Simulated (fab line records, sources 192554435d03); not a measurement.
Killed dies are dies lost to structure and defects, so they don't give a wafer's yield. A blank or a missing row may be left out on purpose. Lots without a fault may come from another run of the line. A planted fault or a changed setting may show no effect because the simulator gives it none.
A struck lot beside a sound one | flow n5_finfet | 37 steps out of a route of 1938
Sound: wafers L367.2, L367.3, L367.6. Struck: wafers L361.1, L361.2, L361.3. The cause comes at the end.
At each step with rows: each side's tool, then ch and its chambers, then its first start. Under that, the readings that differ: sound wafers | struck wafers | difference of the means | sigmas: that difference in standard deviations of wafers without a fault.
alike: readings whose means differ by less than 2 such deviations, and words and numbers that are the same on both sides. not compared: withheld readings, readings that some wafer has no value for, bounds like >300 that may hide the same value, and numbers for which the record gives no deviation and whose values overlap.
The two part at a step that has a row with sigmas, a row that says differs or no value, or rows on one side only. Numbers that don't overlap but have no deviation are shown without sigmas and don't part them. A reading that every wafer of one side lacks parts them only if that side has two wafers or more.

first, 9 steps without rows for these wafers: N5_BEOL_M4_ANNEAL_95 (time 240 s); N5_BEOL_M4_SPUTTER_96 (material Cu, target thk 4.5 nm, time 8.29 s); N5_BEOL_M4_ECD_50 (material Cu, target thk 300 nm); N5_BEOL_M4_ANNEAL_51 (time 90 s); N5_BEOL_M4_CMP_52 (polishes, stops on SiOC, t overpolish 6.8 s, target thk 40 nm); N5_BEOL_M4_PRE_CLEAN_60 (time 15 s); N5_BEOL_M4_CO_CAP_55 (material Co, precursor CCTBA/H2, target thk 2 nm, time 102.1 s); N5_BEOL_M4_PRE_CLEAN_56 (time 15 s); N5_BEOL_M4_DEP_57 (deposits SiCN from 3MS/NH3, target thk 8 nm, time 14 s).
N5_BEOL_M4_RC_MEAS_101:
  sound on prober-01 ch 0, day 14 04:32; struck on prober-02 ch 0, day 12 00:22
  alike: DIBL_N, DIBL_P, IOFF_N, IOFF_P, ION_N, ION_P, SS_N, SS_P, VT_N, VT_P
then, 24 steps without rows for these wafers: N5_BEOL_M5_ILD_DEP_00 (deposits SiCOH lowk from DEMS/porogen, target thk 140.64 nm, time 25.9 s); N5_BEOL_M5_CURE_79 (cures SiCOH lowk, time 240 s); N5_BEOL_M5_PECVD_70 (deposits SiO2 from TEOS/O2, target thk 16 nm, time 18 s); N5_BEOL_M5_HM_DEP_02 (deposits TiN, target thk 20 nm); N5_BEOL_M5_COAT_59 (time 60 s, resist thk 60 nm); N5_BEOL_M5_COAT_60 (time 60 s, resist thk 12 nm); N5_BEOL_M5_COAT_71 (time 60 s, resist thk 5 nm); N5_BEOL_M5_COAT_05 (resist thk 30 nm); N5_BEOL_M5_EBR_07; N5_BEOL_M5_SOFTBAKE_06 (time 60 s); N5_BEOL_M5_EXPOSE_08 (exposes mask M5, target cd 28 nm); N5_BEOL_M5_PEB_09 (peb time 60 s); N5_BEOL_M5_DEVELOP_10 (develop time 30 s); N5_BEOL_M5_DESCUM_16 (chemistry O2, time 7 s); N5_BEOL_M5_ETCH_72 (etches underlayer in N2/H2, target depth 6.5 nm, time 5.2 s); N5_BEOL_M5_ETCH_61 (etches SiARC in CF4, target depth 15.6 nm, time 26 s); N5_BEOL_M5_ETCH_62 (etches SOC in N2/H2, target depth 75 nm, overetch 15 nm, time 112.5 s); N5_BEOL_M5_STRIP_63 (strips in N2/H2); N5_BEOL_M5_STRIP_73 (strips in N2/H2); N5_BEOL_M5_STRIP_64 (strips in CF4); N5_BEOL_M5_HM_OPEN_17 (chemistry Cl2/BCl3, target TiN, target depth 20 nm, overetch 6 nm); N5_BEOL_M5_STRIP_19 (strips in O2); N5_BEOL_M5_COAT_65 (time 60 s, resist thk 60 nm); N5_BEOL_M5_COAT_66 (time 60 s, resist thk 12 nm).
N5_BEOL_M6_SPUTTER_48: material Cu, target thk 10 nm, time 1.667 s.
  sound on pvd_sputter-01, day 15 10:35; struck on pvd_sputter-01, day 12 19:23
  no value came back on the struck wafers for bias_v (V), cathode_dc_power_W (W), throttle_valve_pct (%), time_s (s); on the sound wafers bias_v (V) reads 59.5 59.6 60.3
N5_BEOL_M6_CMP_52: polishes, stops on SiCOH lowk, t overpolish 6.9 s, target thk 80 nm.
  sound on cmp-02 ch 0,1,2, day 15 11:11; struck on cmp-03 ch 0,2,3, day 12 19:56
  reading                | sound          | struck      | difference | sigmas
  time_to_endpoint_s (s) | 58.5 63.5 61.6 | 3.7 1.3 0.8 | -59.3      | -24
  alike: edge_zone_pressure_frac, motor_current_A, slurry_filter_dp_kPa
-- the record jumps here: 4 days lie between the struck wafers' starts before and after (it left off in module BEOL_M6 and takes up again in module PASSIVATION, whose first step shown is number 1936 of the route) --
N5_PASSIVATION_PROBE_49:
  the record has rows for the struck wafers here (prober-01, day 16 14:38) and none for the sound ones

WHERE THEY PART
First at N5_BEOL_M6_SPUTTER_48; last, within this record, at N5_PASSIVATION_PROBE_49.

WHY: what the simulator had put in
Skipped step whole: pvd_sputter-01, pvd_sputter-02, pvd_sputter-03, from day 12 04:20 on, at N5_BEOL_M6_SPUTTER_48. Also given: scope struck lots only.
